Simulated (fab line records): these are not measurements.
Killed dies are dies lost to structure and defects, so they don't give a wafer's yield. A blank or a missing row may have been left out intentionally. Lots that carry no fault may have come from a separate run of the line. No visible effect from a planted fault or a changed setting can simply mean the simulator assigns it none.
Chamber matching -- flow n5 finfet -- rie diel-05 running N5_BEOL_M0_SAQP_SPACER2_ETCHBACK_27: 4 sister chambers
The step etches SiO2 in CHF3/O2, target depth 22.5 nm, time 11.25 s. 4 wafers are shown with their chamber, then 10 later ones without.

## WAFERS PAIRED WITH THEIR CHAMBERS
wafer,chamber,showerhead plenum p Torr (Torr)
L083.2,0,2.32
L085.6,1,2.30
L089.1,2,2.46
L089.4,3,2.51

## WAFERS WHOSE CHAMBER IS MISSING
wafer,showerhead plenum p Torr (Torr)
L089.5,2.46
L090.1,2.29
L090.2,2.50
L090.5,2.31
L093.1,2.31
L093.3,2.50
L093.6,2.29
L095.1,2.31
L095.3,2.50
L095.4,2.46

## THE CHAMBER EACH PASSED THROUGH
wafer,from the rows above,in truth
L089.5,2,2
L090.1,1,1
L090.2,3,3
L090.5,can't be placed: 0 or 1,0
L093.1,can't be placed: 0 or 1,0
L093.3,3,3
L093.6,1,1
L095.1,can't be placed: 0 or 1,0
L095.3,3,3
L095.4,2,2
Correct placement for 7 of the 10. Can't be placed from these rows: 3 (the true chamber is among the candidates in 3). Number placed wrongly: 0.
How it was worked out, from the rows above alone: a wafer's distance from a chamber is the root of the sum, over the readings, of the square of ((its reading less the chamber's mean) divided by the reading's scatter). The wafer belongs to the nearest chamber; if the next one is less than 2 further off, it can't be placed. Each chamber's mean is taken over the wafers shown for it. The scatter (one wafer shown for each chamber): square how far every hidden wafer sits from the nearest shown wafer, average those squares and take the square root.
